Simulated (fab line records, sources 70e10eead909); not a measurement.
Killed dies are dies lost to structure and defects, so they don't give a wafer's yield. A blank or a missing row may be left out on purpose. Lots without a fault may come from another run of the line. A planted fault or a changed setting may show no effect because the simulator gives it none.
Chamber matching | flow nand_harc | NHARC_A_CHANNEL_FILL_D2_ALD_25 on ald_hk-01: 4 sister chambers
The step deposits SiOx, target thk 60 nm, pulse time 10 s, ald cycles 600. 18 wafers are shown with their chamber, then 9 later ones without.

WAFERS WITH THEIR CHAMBER
wafer  | chamber | heater_power_w (W) | precursor_pulse_height_rel
L074.4 | 3       | 442                | 1.028
L074.3 | 1       | 441                | 1.009
L074.6 | 3       | 454                | 0.975
L081.4 | 3       | 449                | 0.979
L081.5 | 3       | 453                | 1.001
L081.6 | 2       | 478                | 1.023
L083.4 | 0       | 495                | 1.017
L083.2 | 2       | 480                | 1.002
L083.6 | 0       | 494                | 0.998
L085.3 | 1       | 438                | 0.984
L085.4 | 0       | 498                | 1.034
L085.6 | 2       | 495                | 1.013
L086.2 | 2       | 486                | 1.003
L086.1 | 0       | 506                | 0.992
L086.6 | 2       | 481                | 1.006
L090.1 | 3       | 445                | 0.992
L090.5 | 1       | 424                | 0.990
L090.6 | 2       | 523                | 0.991

SIGNATURES (means of the wafers above)
reading                    | chamber 0 | chamber 1 | chamber 2 | chamber 3 | scatter within a chamber
heater_power_w             | 498.25    | 434.33    | 490.50    | 448.60    | 11.4
precursor_pulse_height_rel | 1.01025   | 0.99433   | 1.00633   | 0.99500   | 0.0165
Rule: a wafer's distance from a chamber is the root of the sum, over the readings, of the square of ((its reading less the chamber's mean) divided by the reading's scatter). The wafer belongs to the nearest chamber; if the next one is less than 2 further off, it can't be placed. The scatter: the root of (the sum of the squares of (reading less its chamber's mean) over the shown wafers, divided by (wafers less chambers)).

WAFERS WITHOUT THEIR CHAMBER
wafer  | heater_power_w (W) | precursor_pulse_height_rel
L093.1 | 419                | 0.964
L093.2 | 506                | 1.029
L093.4 | 445                | 1.026
L094.2 | 416                | 1.009
L094.5 | 488                | 0.998
L094.6 | 440                | 0.998
L095.3 | 499                | 1.025
L095.5 | 508                | 1.007
L095.6 | 446                | 0.991

WHICH CHAMBER EACH WENT THROUGH
wafer  | from the rows above     | in truth
L093.1 | can't be placed: 1 or 3 | 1
L093.2 | can't be placed: 0 or 2 | 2
L093.4 | can't be placed: 3 or 1 | 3
L094.2 | can't be placed: 1 or 3 | 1
L094.5 | can't be placed: 2 or 0 | 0
L094.6 | can't be placed: 1 or 3 | 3
L095.3 | can't be placed: 0 or 2 | 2
L095.5 | can't be placed: 0 or 2 | 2
L095.6 | can't be placed: 3 or 1 | 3
Placed correctly: 0 of 9. Can't be placed from these rows: 9 (the true chamber is among the candidates in 9). Placed wrongly: 0.
